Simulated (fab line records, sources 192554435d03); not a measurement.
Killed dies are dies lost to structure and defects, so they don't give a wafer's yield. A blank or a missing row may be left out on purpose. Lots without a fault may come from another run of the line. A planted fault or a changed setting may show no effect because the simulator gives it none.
Chamber matching | flow n5_finfet | N5_BEOL_M12_ETCH_59 on rie_diel-01: 4 sister chambers
The step etches BARC in N2/H2, target depth 89 nm, overetch 26.7 nm, time 67.9 s. 4 wafers are shown with their chamber, then 8 later ones without.

WAFERS WITH THEIR CHAMBER
wafer  | chamber | throttle_valve_pct (%)
L081.3 | 3       | 18.14
L088.2 | 2       | 17.46
L088.3 | 0       | 17.43
L089.1 | 1       | 17.89

WAFERS WITHOUT THEIR CHAMBER
wafer  | throttle_valve_pct (%)
L089.2 | 18.15
L089.4 | 17.45
L092.3 | 18.20
L092.4 | 17.46
L092.5 | 17.92
L095.3 | 17.48
L095.4 | 17.47
L095.5 | 17.90

WHICH CHAMBER EACH WENT THROUGH
wafer  | from the rows above     | in truth
L089.2 | 3                       | 3
L089.4 | can't be placed: 2 or 0 | 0
L092.3 | 3                       | 3
L092.4 | can't be placed: 2 or 0 | 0
L092.5 | 1                       | 1
L095.3 | can't be placed: 2 or 0 | 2
L095.4 | can't be placed: 2 or 0 | 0
L095.5 | 1                       | 1
Placed correctly: 4 of 8. Can't be placed from these rows: 4 (the true chamber is among the candidates in 4). Placed wrongly: 0.
How it was worked out, from the rows above alone: a wafer's distance from a chamber is the root of the sum, over the readings, of the square of ((its reading less the chamber's mean) divided by the reading's scatter). The wafer belongs to the nearest chamber; if the next one is less than 2 further off, it can't be placed. A chamber's mean is the mean of its shown wafers. The scatter: with one shown wafer a chamber, the root of the mean of the squares of how far each hidden wafer lies from its nearest shown one.
